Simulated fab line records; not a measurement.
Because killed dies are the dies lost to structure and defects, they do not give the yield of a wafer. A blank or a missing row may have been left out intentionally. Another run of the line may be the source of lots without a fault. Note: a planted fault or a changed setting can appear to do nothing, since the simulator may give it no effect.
Comparing a struck lot with a sound one :: flow n5-finfet :: 16 steps out of a route of 1938
Sound: the wafers L688.2, L688.4, L688.5. Struck: wafer L700.1 (left out: L700.2, L700.6 of the same lot, which were not struck); the cause appears at the end.
Order at every step that has rows: each side's tool, ch and its chambers, its first start. Under that, the readings that differ: sound wafers :: struck wafers :: difference of the means :: sigmas: that difference in standard deviations of wafers without a fault.
alike: readings with means less than 2 such deviations apart, plus words and numbers identical on both sides. not compared: withheld readings, readings lacking a value on some wafer, bounds such as >300 that could conceal the same value, and numbers that have no deviation in the record and whose values overlap.
Wherever a step has rows on one side only, a row that says differs or no value, or a row with sigmas, the two part there. Numbers that have no deviation but don't overlap get no sigmas and don't part them. A reading that every wafer of one side lacks parts them only if that side has two wafers or more.

first, 1 step without rows for these wafers: N5_BEOL_M0_WET_ETCH_106 (etches SiO2 in DHF, target depth 130 nm, rinse time 30 s).
N5_BEOL_M0_ETCH_128: etches SiCN in CF4/N2, target depth 12 nm, overetch 5.1 nm, time 21.4 s.
  sound on rie-diel-05 ch 0,1,3, day 6 05:01; struck on rie-diel-03 ch 0, day 9 01:43
reading: cf4-flow-sccm (sccm)
sound: 59.68 60.23 60.09
struck: 59.64
difference: -0.36
sigmas: -2

reading: oes-product-au (a.u.)
sound: 0.49 0.56 0.48
struck: 0.66
difference: +0.15
sigmas: +2

reading: throttle-valve-pct (%)
sound: 15.78 15.64 15.79
struck: 15.02
difference: -0.72
sigmas: -3
  alike: drypump-motor-current-A, mfc-ar-sccm, rf-vpp-V, showerhead-plenum-p-Torr
  not compared: rf-hours-counter-h
then, 1 step without rows for these wafers: N5_BEOL_M0_TRENCH_ETCH_107 (etches SiOC in C4F6/O2, target depth 32.8 nm, time 16.4 s).
N5_BEOL_M0_STRIP_142: strips in N2/H2, time 10 s.
  sound on rie-diel-05 ch 0,1,3, day 6 05:05; struck on rie-diel-03 ch 0, day 9 01:47
reading: oes-product-au (a.u.)
sound: 0.70 0.81 0.66
struck: 0.96
difference: +0.24
sigmas: +3
  alike: drypump-motor-current-A, rf-vpp-V, showerhead-plenum-p-Torr, throttle-valve-pct
  not compared: rf-hours-counter-h
N5_BEOL_M0_OCD_MEAS_108:
  sound on ocd-02, day 6 05:10; struck on ocd-01, day 9 01:52
  alike: trench-depth-nm
then, 2 steps without rows for these wafers: N5_BEOL_M0_HM_STRIP_129 (strips TiN in peroxide tin strip, target depth 17 nm, time 108 s); N5_BEOL_M0_SRD_130 (time 30 s).
N5_BEOL_M0_ETCH_109: etches SiCN in CH3F/O2, target depth 8 nm, overetch 2.4 nm, time 27.4 s.
  sound on rie-diel-05 ch 1,3, day 6 05:16; struck on rie-diel-05 ch 3, day 9 01:58
reading: mfc-ar-sccm (sccm)
sound: 149.7 149.7 149.6
struck: 150.8
difference: +1.1
sigmas: +2
  alike: O2_flow_sccm, drypump-motor-current-A, oes-product-au, rf-vpp-V, showerhead-plenum-p-Torr, throttle-valve-pct
  not compared: rf-hours-counter-h
then, 2 steps without rows for these wafers: N5_BEOL_M0_STRIP_139 (strips in post etch residue remover, time 60 s); N5_BEOL_M0_SRD_111 (time 30 s).
N5_BEOL_M0_DEGAS_112: time 60 s.
  sound on pvd-sputter-01, day 6 05:45; struck on pvd-sputter-01, day 9 02:25
reading: heater-power-w (W)
sound: 265 387 358
struck: 260
difference: -77
sigmas: -2
  alike: susceptor-temp-C
N5_BEOL_M0_PRE_CLEAN_113: time 30 s.
  sound on pvd-sputter-01, day 6 05:48; struck on pvd-sputter-01, day 9 02:27
  alike: heater-power-w, susceptor-temp-C
N5_BEOL_M0_ALD_136: deposits TaN, pulse time 2 s, purge time 3 s, co reactant purge time 2 s.
  sound on ald-metal-04 ch 2,3, day 6 05:52; struck on ald-metal-02 ch 1, day 9 02:31
reading: ald-cycles
sound: 30 30 30
struck: 29
difference: -1
sigmas: 
  alike: heater-power-w, precursor-vessel-carrier-sccm
  not compared: susceptor-temp-C
following that, these wafers have no rows for 1 step: N5_BEOL_M0_SURFACE_TREAT_137.
-- record jumps: 3 days separate the struck wafers' starts on either side; left off in module BEOL_M0, taken up again in module BEOL_M4, whose first shown step is the route's number 1111 --
N5_BEOL_M4_RC_MEAS_101:
  sound on prober-02 ch 0, day 9 17:08; struck on prober-01 ch 0, day 12 09:43
reading: SS_P (mV/dec)
sound: 73.3 72.8 71.6
struck: 74.2
difference: +1.6
sigmas: +3

reading: VT_P (mV)
sound: -250 -248 -252
struck: -257
difference: -7
sigmas: -2
  alike: DIBL_N, DIBL_P, IOFF_N, IOFF_P, ION_N, ION_P, SS_N, VT_N
-- the record jumps here: 5 days lie between the struck wafers' starts before and after (it left off in module BEOL_M4 and takes up again in module PASSIVATION, whose first step shown is number 1936 of the route) --
N5_PASSIVATION_PROBE_49:
  sound on prober-02, day 14 06:16; struck on prober-02, day 17 00:17
  alike: defect-limited-yield, killed_at_M0_to_M3, killed_at_M4_up, killed-at-contacts, killed-at-front-end, killed-at-other, killed-dies, killed-open, killed-short, sort_bin_5_function, sort_bin_6_memory, sort-n-pass, sort-yield-pct

## WHERE THEY PART
Last at N5_BEOL_M4_RC_MEAS_101 as far as this record goes, first at N5_BEOL_M0_ETCH_128. Later steps at which nothing parts them and some readings are alike: N5_PASSIVATION_PROBE_49.

WHY: what the simulator had put in
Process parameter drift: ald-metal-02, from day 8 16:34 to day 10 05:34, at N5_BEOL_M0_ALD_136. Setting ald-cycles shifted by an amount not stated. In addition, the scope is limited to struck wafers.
